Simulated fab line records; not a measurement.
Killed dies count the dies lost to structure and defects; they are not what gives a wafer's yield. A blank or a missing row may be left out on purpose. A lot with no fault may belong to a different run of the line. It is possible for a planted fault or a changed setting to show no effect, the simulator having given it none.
Matching of chambers + flow n5_finfet + rie_diel-05 running N5_BEOL_M2_ETCH_63: 4 sister chambers
The step etches SiARC in CF4, target depth 15.6 nm, time 26 s. 20 wafers are shown with their chamber, then 10 later ones without.

## EACH WAFER AND ITS CHAMBER
| wafer  | chamber | drypump_motor_current_A (A) | throttle_valve_pct (%) | etch_rf_on_time_s (s) |
|--------|---------|-----------------------------|------------------------|-----------------------|
| L074.2 | 1       | 5.8                         | 15.46                  | 26.1                  |
| L074.3 | 3       | 5.0                         | 15.50                  | 26.4                  |
| L074.4 | 0       | 5.1                         | 15.45                  | 25.4                  |
| L076.2 | 2       | 6.7                         | 16.01                  | 28.2                  |
| L076.3 | 1       | 5.8                         | 15.47                  | 26.3                  |
| L076.6 | 2       | 6.7                         | 15.99                  | 28.0                  |
| L077.3 | 0       | 5.1                         | 15.49                  | 25.2                  |
| L077.5 | 3       | 5.0                         | 15.51                  | 25.9                  |
| L077.6 | 2       | 6.7                         | 16.00                  | 27.7                  |
| L082.1 | 1       | 5.8                         | 15.48                  | 26.0                  |
| L082.3 | 0       | 5.1                         | 15.48                  | 25.6                  |
| L082.4 | 3       | 4.9                         | 15.53                  | 26.4                  |
| L086.2 | 2       | 6.7                         | 16.05                  | 27.9                  |
| L086.3 | 0       | 5.1                         | 15.49                  | 25.7                  |
| L086.6 | 0       | 5.1                         | 15.51                  | 25.5                  |
| L087.3 | 1       | 5.8                         | 15.54                  | 26.3                  |
| L087.5 | 2       | 6.7                         | 16.05                  | 27.9                  |
| L087.6 | 1       | 5.8                         | 15.53                  | 26.4                  |
| L090.1 | 1       | 5.8                         | 15.54                  | 25.9                  |
| L090.3 | 3       | 4.9                         | 15.56                  | 26.1                  |

SIGNATURES (averages over the wafers above)
| reading                 | chamber 0 | chamber 1 | chamber 2 | chamber 3 | scatter within a chamber |
|-------------------------|-----------|-----------|-----------|-----------|--------------------------|
| drypump_motor_current_A | 5.100     | 5.800     | 6.700     | 4.950     | 0.025                    |
| throttle_valve_pct      | 15.4840   | 15.5033   | 16.0200   | 15.5250   | 0.0297                   |
| etch_rf_on_time_s       | 25.480    | 26.167    | 27.940    | 26.200    | 0.202                    |
Rule: distance of a wafer from a chamber = root of the sum over the readings of ((wafer's reading minus chamber's mean) / reading's scatter) squared. The wafer belongs to the nearest chamber; if the next one is less than 2 further off, it can't be placed. The scatter: take each reading less its chamber's mean, square it, sum over the shown wafers, divide by the number of wafers less the number of chambers, and take the root.

## WAFERS WITH NO CHAMBER GIVEN
| wafer  | drypump_motor_current_A (A) | throttle_valve_pct (%) | etch_rf_on_time_s (s) |
|--------|-----------------------------|------------------------|-----------------------|
| L090.5 | 5.8                         | 15.53                  | 25.9                  |
| L092.1 | 5.8                         | 15.55                  | 26.3                  |
| L092.2 | 5.1                         | 15.53                  | 25.6                  |
| L092.4 | 6.7                         | 16.05                  | 27.8                  |
| L094.3 | 5.0                         | 15.57                  | 26.6                  |
| L094.4 | 5.0                         | 15.54                  | 25.1                  |
| L094.6 | 5.0                         | 15.58                  | 26.5                  |
| L096.4 | 5.0                         | 15.57                  | 26.5                  |
| L096.5 | 6.7                         | 16.09                  | 28.0                  |
| L096.6 | 5.8                         | 15.55                  | 26.2                  |

## WHICH CHAMBER EACH ONE RAN IN
| wafer  | from the rows above     | in truth |
|--------|-------------------------|----------|
| L090.5 | 1                       | 1        |
| L092.1 | 1                       | 1        |
| L092.2 | 0                       | 0        |
| L092.4 | 2                       | 2        |
| L094.3 | 3                       | 3        |
| L094.4 | can't be placed: 0 or 3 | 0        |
| L094.6 | 3                       | 3        |
| L096.4 | 3                       | 3        |
| L096.5 | 2                       | 2        |
| L096.6 | 1                       | 1        |
Placed correctly: 9 of 10. Cannot be placed on the basis of these rows: 1; the candidates contain the true chamber in 1. Placed wrongly: 0.
